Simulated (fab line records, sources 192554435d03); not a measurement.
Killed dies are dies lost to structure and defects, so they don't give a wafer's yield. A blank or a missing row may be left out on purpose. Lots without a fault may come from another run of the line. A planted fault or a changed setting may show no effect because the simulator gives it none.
Chamber matching | flow n5_finfet | N5_BEOL_M13_ETCH_67 on rie_diel-01: 4 sister chambers
The step etches SiARC in CF4, target depth 143 nm, time 238.3 s. 4 wafers are shown with their chamber, then 7 later ones without.

WAFERS WITH THEIR CHAMBER
wafer  | chamber | drypump_motor_current_A (A)
L083.2 | 0       | 5.43
L083.6 | 3       | 5.17
L090.3 | 2       | 5.72
L090.5 | 1       | 5.46

WAFERS WITHOUT THEIR CHAMBER
wafer  | drypump_motor_current_A (A)
L090.6 | 5.72
L093.1 | 5.15
L093.4 | 5.78
L093.6 | 5.50
L096.1 | 5.49
L096.4 | 5.14
L096.6 | 5.14

WHICH CHAMBER EACH WENT THROUGH
wafer  | from the rows above     | in truth
L090.6 | 2                       | 2
L093.1 | 3                       | 3
L093.4 | 2                       | 2
L093.6 | can't be placed: 1 or 0 | 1
L096.1 | can't be placed: 1 or 0 | 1
L096.4 | 3                       | 3
L096.6 | 3                       | 3
Placed correctly: 5 of 7. Can't be placed from these rows: 2 (the true chamber is among the candidates in 2). Placed wrongly: 0.
How it was worked out, from the rows above alone: a wafer's distance from a chamber is the root of the sum, over the readings, of the square of ((its reading less the chamber's mean) divided by the reading's scatter). The wafer belongs to the nearest chamber; if the next one is less than 2 further off, it can't be placed. A chamber's mean is the mean of its shown wafers. The scatter: with one shown wafer a chamber, the root of the mean of the squares of how far each hidden wafer lies from its nearest shown one.
